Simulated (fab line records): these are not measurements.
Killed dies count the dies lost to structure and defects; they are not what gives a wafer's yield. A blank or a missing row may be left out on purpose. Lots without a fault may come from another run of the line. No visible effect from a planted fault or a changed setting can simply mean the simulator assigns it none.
A single fault, viewed from 2 desks / flow n5-finfet / only its own numbers are on each desk; what lay behind them is given at the end

FOR THE TOOL OWNER'S DESK: ald-sin-04
The tool's own readings at N5_DUMMY_GATE_ALD_02 (deposits SiO2, target thk 2 nm, pulse time 1 s): means of the sampled wafers that have a number, for each lot that ran on this tool. The brackets show how far a lot's mean lies from the usual mean; more than 4 standard deviations puts the lot out of limits, marked OUT.
Columns: A = chamber-pressure-Torr at N5_DUMMY_GATE_ALD_02, usual 2.000 Torr; B = heater-power-w at N5_DUMMY_GATE_ALD_02, usual 463 W; C = precursor-pulse-height-rel at N5_DUMMY_GATE_ALD_02, usual 1.002
lot=L281; first seen here=day 6 02:05; A=2.000; B=485; C=1.000
lot=L287; first seen here=day 7 13:41; A=2.004; B=485; C=1.004
lot=L290; first seen here=day 8 09:11; A=2.006; B=445; C=1.008
This desk found nothing out of limits on any of the 3 lots.

AT THE METROLOGY DESK
What the gauges read for every lot (on any tool): the sampled wafers with a number, averaged. The brackets show how far a lot's mean lies from the usual mean; more than 4 standard deviations puts the lot out of limits, marked OUT. Readings shown: 7 out of 20 (the first out of limits, and those lying furthest out on some lot).
Columns: A = DIBL_N at N5_BEOL_M4_RC_MEAS_101, usual 36.4 mV/V; B = EOT_N at N5_BEOL_M4_RC_MEAS_101, usual 10.56; C = EOT_P at N5_BEOL_M4_RC_MEAS_101, usual 10.52; D = IOFF_N_LIN at N5_BEOL_M4_RC_MEAS_101, usual 0.076 nA/um; E = IOFF_P at N5_BEOL_M4_RC_MEAS_101, usual 0.23 nA/um; F = IOFF_P_85C at N5_BEOL_M4_RC_MEAS_101, usual 3.9 nA/um; G = IOFF_P_LIN at N5_BEOL_M4_RC_MEAS_101, usual 0.106 nA/um
lot=L279; first seen here=day 12 12:27; A=35.6; B=10.52; C=10.44; D=0.067; E=0.22; F=3.6; G=0.103
lot=L281; first seen here=day 12 13:41; A=35.7; B=10.54; C=10.58; D=0.066; E=0.19; F=3.3; G=0.094
lot=L287; first seen here=day 14 14:22; A=50.8 (+6.6) OUT; B=17.84 (+66) OUT; C=17.80 (+66) OUT; D=0.295 (+14) OUT; E=0.80 (+12) OUT; F=11.1 (+10) OUT; G=0.398 (+17) OUT
lot=L290; first seen here=day 15 13:37; A=43.5; B=14.27 (+34) OUT; C=14.24 (+34) OUT; D=0.152 (+4.8) OUT; E=0.48 (+5.1) OUT; F=7.0 (+4.5) OUT; G=0.240 (+7.9) OUT
This desk's finding: out of limits on L287, L290; first on L287, day 14 14:22 (DIBL_N at N5_BEOL_M4_RC_MEAS_101). In limits: L279, L281.

TAKEN TOGETHER
L287, L290 would have let the metrology desk raise an alarm at day 14 14:22.
The tool owner's desk saw nothing out of limits.
On record at the tool owner's desk: L287, L290, within its limits.
All the named lots went through N5_DUMMY_GATE_ALD_02 on ald-sin-04.

WHAT HAD BEEN PUT IN BY THE SIMULATOR
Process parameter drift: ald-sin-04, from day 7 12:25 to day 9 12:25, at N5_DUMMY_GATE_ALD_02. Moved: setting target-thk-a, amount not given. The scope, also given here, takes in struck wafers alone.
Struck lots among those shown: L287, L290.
Hours from the fault's start to each desk's first reading out of limits: the metrology desk, 170.
